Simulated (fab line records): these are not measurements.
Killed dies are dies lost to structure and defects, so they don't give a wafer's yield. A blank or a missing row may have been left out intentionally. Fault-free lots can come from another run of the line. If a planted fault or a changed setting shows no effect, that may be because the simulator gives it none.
fab line records	flow n5-finfet	part 2 of 2: steps 22 to 32 of 32
record: lots: 5	wafers: 15	last-day: 14
route steps=1938 shown BEOL_M12@1632 BEOL_M13@1659
lots that met no fault: taken from a fault-free run of the same line
start-h: the number of hours between the record's first day and the start of the first shown wafer of the lot	wait-h: how many hours have passed since the lot's step before this one	" unchanged from the row above	L1.1+2: several wafers, shown together as one row	- value missing, or start not given	* or withheld: withheld	< > ~ a bound
route shown NAME@n: names a module that has steps shown in the file, with the first one's number in the route	usual: mean/standard deviation taken from wafers without a fault	same: alike in all rows	chamber/n: place in a boat	sites: the reading at each site	_std_site: standard deviation across them	_edge_site: mean of outer sites minus mean of inner sites	radius-mm: for every site, how far away it sits from the centre of the wafer	mask NAME#n: copy n	behind: the tool/chamber that last shaped the wafer	hold: cause of the lot's hold/its duration in hours/its outcome	device: the n, p or np transistor that did not switch	end of line: tests of these same wafers at the route's end	for a step that has no rows: nothing shown but its recipe	killed: not the wafer's yield, but the dies lost to structure and defects at the first sort	map: the dies of a wafer, with x for killed, . for not killed, _ for no die there
set.NAME: the run value of the setting; set.NAME@STEP: its run value at that earlier step	model.NAME: the simulator's own value behind a step, which no gauge read
a table for each step, a row for each wafer; lots at some steps of the route
services: a tool's chamber out of use, with start hour (start-h, from the record's first day; less than 0 if before it), hours out, and reason
== steps ==
step: N5_BEOL_M12_CMP_49
recipe: stop-on: SiOC	t-overpolish-s: 20.6	down-force-psi: 1	platen-rpm: 50	clearing-platen-down-force-psi: 1.5	clearing-platen-rpm: 50	post-cmp-clean: cu-alkaline	target-thk-nm: 320	clearing-platen-pad-velocity-m-s: 0.99484	pad-velocity-m-s: 0.99484
usual: barrier-field-endpoint-s: 30.3/0.9	motor-current-A: 6.05/0.28	overpolish-run-s: 20.601/0.0091
lot.wafer	tool	chamber	start-h	wait-h	barrier-field-endpoint-s	motor-current-A	overpolish-run-s
L075.4	cmp-03	2	240.04	0.2	31.6	5.75	20.592
L075.3	"	3	"	"	31.0	6.06	20.601
L075.1	"	0	"	"	31.0	5.81	20.597
L074.3	cmp-04	3	246.05	0.2	30.1	6.23	20.599
L074.1	"	0	"	"	29.8	6.31	20.591
L074.5	"	3	"	"	31.5	6.04	20.601
L077.3	cmp-04	3	255.34	0.3	30.5	6.15	20.591
L077.4	"	2	"	"	29.7	6.22	20.591
L077.6	"	3	"	"	30.4	6.18	20.599
L082.4	cmp-04	2	290.73	0.1	29.8	6.44	20.607
L082.2	"	3	"	"	30.3	6.33	20.601
L082.1	"	1	"	"	28.9	6.05	20.600
L086.1	cmp-03	0	312.26	0.3	30.1	5.93	20.602
L086.4	"	2	"	"	30.2	5.71	20.604
L086.5	"	3	"	"	30.4	6.08	20.596
step: N5_BEOL_M12_THK_MEAS_50
recipe: thk-meas-gauge: xrf	reads: Cu_of_BEOL_M12_ECD_47
usual: M12_THK: 311/5.1
lot.wafer	tool	chamber	start-h	wait-h	M12_THK[nm]
L075.1	film-metro-01	-	240.30	-	308
L075.3	"	-	"	"	306
L075.4	"	-	"	"	315
L074.1	film-metro-01	-	246.35	-	312
L074.3	"	-	"	"	302
L074.5	"	-	"	"	310
L077.3	film-metro-01	-	255.64	-	303
L077.4	"	-	"	"	313
L077.6	"	-	"	"	312
L082.1	film-metro-02	-	291.03	-	310
L082.2	"	-	"	"	319
L082.4	"	-	"	"	308
L086.1	film-metro-02	-	312.52	-	310
L086.4	"	-	"	"	309
L086.5	"	-	"	"	310
step: N5_BEOL_M12_PRE_CLEAN_52
recipe: gas: NH3	time-s: 15	temp-c: withheld	rf-power-w: 300
lot.wafer	tool	chamber	start-h	wait-h
L075.1+3+4	pecvd-01	0,1,1	240.34	0.0
L074.1+3+5	pecvd-02	2,0,2	246.39	0.0
L077.3+4+6	pecvd-01	0,2,0	255.70	0.1
L082.1+2+4	pecvd-02	2,1,1	291.06	0.0
L086.1+4+5	pecvd-02	1,0,1	312.55	0.0
step: N5_BEOL_M12_DEP_53
recipe: material: SiCN	target-thk-a: 300	temp-c: withheld	precursor: 3MS/NH3	pressure-torr: 3	rf-w: 675	time-s: 10.5
usual: showerhead-plenum-p-Torr: 4.146/0.015	throttle-valve-pct: 17.7/0.71
lot.wafer	tool	chamber	start-h	wait-h	showerhead-plenum-p-Torr	throttle-valve-pct
L075.1	pecvd-01	0	240.36	0.0	4.144	17.9
L075.3	"	1	"	"	4.160	17.6
L075.4	"	1	"	"	4.165	17.8
L074.1	pecvd-02	2	246.41	0.0	4.169	16.6
L074.3	"	0	"	"	4.121	18.5
L074.5	"	2	"	"	4.167	16.7
L077.3	pecvd-01	0	255.74	0.0	4.149	18.0
L077.4	"	2	"	"	4.150	16.8
L077.6	"	0	"	"	4.148	17.8
L082.1	pecvd-02	2	291.09	0.0	4.171	16.9
L082.2	"	1	"	"	4.146	17.6
L082.4	"	1	"	"	4.148	17.4
L086.1	pecvd-02	1	312.59	0.0	4.149	17.5
L086.4	"	0	"	"	4.120	18.4
L086.5	"	1	"	"	4.141	17.3
step: N5_BEOL_M12_RS_MEAS_54
recipe: thk-meas-gauge: four-point-probe	reads: Cu_of_BEOL_M12_ECD_47+Ta_of_BEOL_M12_SPUTTER_44+TaN_of_BEOL_M12_SPUTTER_43
usual: M12_RS: 0.0603/0.00099
lot.wafer	tool	chamber	start-h	wait-h	M12_RS[ohm/sq]
L075.1	film-metro-01	-	240.42	0.0	0.0613
L075.3	"	-	"	"	0.0617
L075.4	"	-	"	"	0.0595
L074.1	film-metro-02	-	246.48	0.0	0.0597
L074.3	"	-	"	"	0.0612
L074.5	"	-	"	"	0.0605
L077.3	film-metro-02	-	255.81	0.0	0.0623
L077.4	"	-	"	"	0.0603
L077.6	"	-	"	"	0.0604
L082.1	film-metro-02	-	291.15	0.0	0.0608
L082.2	"	-	"	"	0.0589
L082.4	"	-	"	"	0.0612
L086.1	film-metro-02	-	312.67	0.1	0.0600
L086.4	"	-	"	"	0.0606
L086.5	"	-	"	"	0.0600
step: N5_BEOL_M12_INSPECT_55
recipe: inspect-instrument: darkfield	mode: post-dep
usual: raw-defect-count: 73/24
lot.wafer	tool	chamber	start-h	wait-h	raw-defect-count
L075.1	defect-inspect-02	-	240.45	0.0	48
L075.3	"	-	"	"	44
L075.4	"	-	"	"	43
L074.1	defect-inspect-02	-	246.50	0.0	144
L074.3	"	-	"	"	83
L074.5	"	-	"	"	61
L077.3	defect-inspect-02	-	255.83	0.0	103
L077.4	"	-	"	"	64
L077.6	"	-	"	"	106
L082.1	defect-inspect-01	-	291.18	0.0	81
L082.2	"	-	"	"	70
L082.4	"	-	"	"	84
L086.1	defect-inspect-01	-	312.69	0.0	62
L086.4	"	-	"	"	92
L086.5	"	-	"	"	65
step: N5_BEOL_M13_ILD_DEP_00
recipe: material: SiOC	target-thk-a: 8379.2	temp-c: 350	precursor: DEMS/O2	pressure-torr: 5	rf-w: 500	time-s: 166.4
usual: heater-power-w: 453/48	showerhead-plenum-p-Torr: 5.691/0.017	throttle-valve-pct: 11.6/0.37
lot.wafer	tool	chamber	start-h	wait-h	heater-power-w	showerhead-plenum-p-Torr	throttle-valve-pct
L075.1	pecvd-02	2	240.49	0.0	394	5.686	11.0
L075.3	"	1	"	"	471	5.685	11.8
L075.4	"	0	"	"	549	5.665	12.0
L074.1	pecvd-01	2	246.54	0.0	486	5.680	11.1
L074.3	"	1	"	"	429	5.709	11.4
L074.5	"	0	"	"	443	5.689	11.9
L077.3	pecvd-03	1	255.87	0.0	383	5.684	11.2
L077.4	"	0	"	"	411	5.709	11.5
L077.6	"	2	"	"	434	5.692	12.2
L082.1	pecvd-03	2	291.21	0.0	542	5.677	12.0
L082.2	"	1	"	"	442	5.673	11.0
L082.4	"	2	"	"	432	5.676	12.0
L086.1	pecvd-03	2	312.73	0.0	475	5.695	12.1
L086.4	"	2	"	"	512	5.695	12.0
L086.5	"	1	"	"	381	5.676	11.3
step: N5_BEOL_M13_THK_MEAS_01
recipe: reads: SiOC_of_BEOL_M13_ILD_DEP_00
usual: M13_ILD_THK: 837/13
lot.wafer	tool	chamber	start-h	wait-h	M13_ILD_THK[nm]
L075.1	film-metro-02	-	240.64	0.1	826
L075.3	"	-	"	"	810
L075.4	"	-	"	"	845
L074.1	film-metro-02	-	246.69	0.1	845
L074.3	"	-	"	"	835
L074.5	"	-	"	"	856
L077.3	film-metro-02	-	256.02	0.1	825
L077.4	"	-	"	"	831
L077.6	"	-	"	"	842
L082.1	film-metro-01	-	291.37	0.1	825
L082.2	"	-	"	"	830
L082.4	"	-	"	"	826
L086.1	film-metro-01	-	312.88	0.1	815
L086.4	"	-	"	"	827
L086.5	"	-	"	"	843
step: N5_BEOL_M13_COAT_58
recipe: resist: BARC	temp-c: 205	time-s: 60	spin-rpm: 1500	resist-thk-nm: 89
usual: plate-temp-C: 205.00/0.18
lot.wafer	tool	chamber	start-h	wait-h	plate-temp-C
L075.1	litho-track-03	0	240.67	0.0	205.14
L075.3	"	0	"	"	205.00
L075.4	"	0	"	"	204.87
L074.1	litho-track-02	0	246.72	0.0	205.12
L074.3	"	0	"	"	204.93
L074.5	"	0	"	"	205.19
L077.3	litho-track-04	0	256.05	0.0	205.12
L077.4	"	0	"	"	205.05
L077.6	"	0	"	"	204.86
L082.1	litho-track-03	0	291.40	0.0	205.15
L082.2	"	0	"	"	204.92
L082.4	"	0	"	"	204.85
L086.1	litho-track-02	0	312.91	0.0	205.21
L086.4	"	0	"	"	204.92
L086.5	"	0	"	"	204.93
step: N5_BEOL_M13_COAT_04
recipe: spin-rpm: 1625	resist-thk-nm: 400
lot.wafer	tool	chamber	start-h	wait-h
L075.1+3+4	litho-track-03	0	-	-
L074.1+3+5	litho-track-02	0	-	-
L077.3+4+6	litho-track-04	0	-	-
L082.1+2+4	litho-track-03	0	-	-
L086.1+4+5	litho-track-02	0	-	-
step: N5_BEOL_M13_EBR_06
recipe: solvent: PGMEA	ebr-width-mm: 1.5
lot.wafer	tool	chamber	start-h	wait-h
L075.1+3+4	litho-track-03	0	-	-
L074.1+3+5	litho-track-02	0	-	-
L077.3+4+6	litho-track-04	0	-	-
L082.1+2+4	litho-track-03	0	-	-
L086.1+4+5	litho-track-02	0	-	-
== services ==
tool	chamber	start-h	hours	kind
pecvd-01	-	214.00	0.6	repair
rie-diel-06	-	225.12	1.1	repair
cmp-03	-	227.22	4.0	pm
cmp-03	-	231.22	-	consumable-replace:conditioner
cmp-03	-	231.22	-	consumable-replace:pad
cmp-04	-	238.70	5.5	pm
pecvd-03	-	246.54	6.0	pm
pecvd-01	1	250.87	5.5	scheduled-down
rie-diel-04	3	261.32	-	clean
rie-diel-04	3	261.32	-	consumable-replace:focus-ring
rie-diel-04	3	261.32	18.6	scheduled-down
rie-diel-04	3	261.32	18.6	vent-cycle
cmp-04	-	262.32	11.4	pm
pecvd-01	0	264.28	6.5	repair
ecd-cu-02	-	266.71	2.0	repair
rie-diel-04	-	273.17	0.6	repair
cmp-04	-	279.06	4.0	pm
cmp-04	-	283.06	-	consumable-replace:conditioner
cmp-04	-	283.06	-	consumable-replace:pad
wet-bench-01	-	299.85	5.5	repair
rie-diel-04	1	300.68	13.4	repair
pecvd-03	1	303.83	6.1	repair
rie-diel-03	-	309.50	4.3	pm
pecvd-02	2	311.80	1.7	repair
